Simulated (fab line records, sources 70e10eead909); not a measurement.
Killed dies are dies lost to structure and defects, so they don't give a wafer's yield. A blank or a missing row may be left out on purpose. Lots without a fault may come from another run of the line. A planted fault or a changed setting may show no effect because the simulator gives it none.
Chamber matching | flow nand_harc | NHARC_A_CHANNEL_FILL_D2_ALD_14 on ald_hk-04: 4 sister chambers
The step deposits SiO2, target thk 2.5 nm, pulse time 10 s, ald cycles 25. 4 wafers are shown with their chamber, then 7 later ones without.

WAFERS WITH THEIR CHAMBER
wafer  | chamber | heater_power_w (W)
L082.5 | 1       | 510
L082.6 | 2       | 455
L086.1 | 3       | 452
L086.3 | 0       | 485

WAFERS WITHOUT THEIR CHAMBER
wafer  | heater_power_w (W)
L086.4 | 511
L092.2 | 460
L092.3 | 433
L092.5 | 470
L097.1 | 474
L097.3 | 472
L097.5 | 457

WHICH CHAMBER EACH WENT THROUGH
wafer  | from the rows above          | in truth
L086.4 | 1                            | 1
L092.2 | can't be placed: 2 or 3 or 0 | 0
L092.3 | can't be placed: 3 or 2      | 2
L092.5 | can't be placed: 0 or 2 or 3 | 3
L097.1 | can't be placed: 0 or 2 or 3 | 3
L097.3 | can't be placed: 0 or 2 or 3 | 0
L097.5 | can't be placed: 2 or 3      | 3
Placed correctly: 1 of 7. Can't be placed from these rows: 6 (the true chamber is among the candidates in 6). Placed wrongly: 0.
How it was worked out, from the rows above alone: a wafer's distance from a chamber is the root of the sum, over the readings, of the square of ((its reading less the chamber's mean) divided by the reading's scatter). The wafer belongs to the nearest chamber; if the next one is less than 2 further off, it can't be placed. A chamber's mean is the mean of its shown wafers. The scatter: with one shown wafer a chamber, the root of the mean of the squares of how far each hidden wafer lies from its nearest shown one.
